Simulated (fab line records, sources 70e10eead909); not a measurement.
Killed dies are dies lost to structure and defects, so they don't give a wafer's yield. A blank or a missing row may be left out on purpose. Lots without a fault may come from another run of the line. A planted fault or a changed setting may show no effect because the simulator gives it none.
Chamber matching | flow nand_harc | NHARC_A_CONTACT_DEP_58 on pecvd-01: 3 sister chambers
The step deposits SiON, target thk 90 nm. 22 wafers are shown with their chamber, then 11 later ones without.

WAFERS WITH THEIR CHAMBER
wafer  | chamber | heater_power_w (W)
L076.2 | 2       | 630
L076.5 | 1       | 766
L076.6 | 0       | 920
L082.1 | 2       | 595
L082.2 | 0       | 879
L082.3 | 1       | 824
L084.1 | 1       | 772
L084.2 | 2       | 655
L084.5 | 0       | 799
L085.2 | 2       | 700
L085.3 | 0       | 845
L085.6 | 2       | 700
L088.4 | 0       | 873
L088.5 | 2       | 604
L088.6 | 1       | 677
L089.1 | 2       | 723
L089.2 | 1       | 822
L089.4 | 1       | 810
L091.1 | 2       | 656
L091.4 | 2       | 674
L091.5 | 1       | 718
L092.1 | 2       | 693

SIGNATURES (means of the wafers above)
reading        | chamber 0 | chamber 1 | chamber 2 | scatter within a chamber
heater_power_w | 863.20    | 769.86    | 663.00    | 47.7
Rule: a wafer's distance from a chamber is the root of the sum, over the readings, of the square of ((its reading less the chamber's mean) divided by the reading's scatter). The wafer belongs to the nearest chamber; if the next one is less than 2 further off, it can't be placed. The scatter: the root of (the sum of the squares of (reading less its chamber's mean) over the shown wafers, divided by (wafers less chambers)).

WAFERS WITHOUT THEIR CHAMBER
wafer  | heater_power_w (W)
L092.2 | 802
L092.3 | 688
L093.1 | 636
L093.4 | 647
L093.5 | 811
L095.2 | 721
L095.4 | 918
L095.6 | 751
L097.1 | 607
L097.2 | 698
L097.6 | 624

WHICH CHAMBER EACH WENT THROUGH
wafer  | from the rows above          | in truth
L092.2 | can't be placed: 1 or 0      | 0
L092.3 | can't be placed: 2 or 1      | 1
L093.1 | 2                            | 2
L093.4 | 2                            | 2
L093.5 | can't be placed: 1 or 0      | 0
L095.2 | can't be placed: 1 or 2 or 0 | 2
L095.4 | can't be placed: 0 or 1      | 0
L095.6 | can't be placed: 1 or 2 or 0 | 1
L097.1 | 2                            | 2
L097.2 | can't be placed: 2 or 1      | 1
L097.6 | 2                            | 2
Placed correctly: 4 of 11. Can't be placed from these rows: 7 (the true chamber is among the candidates in 7). Placed wrongly: 0.
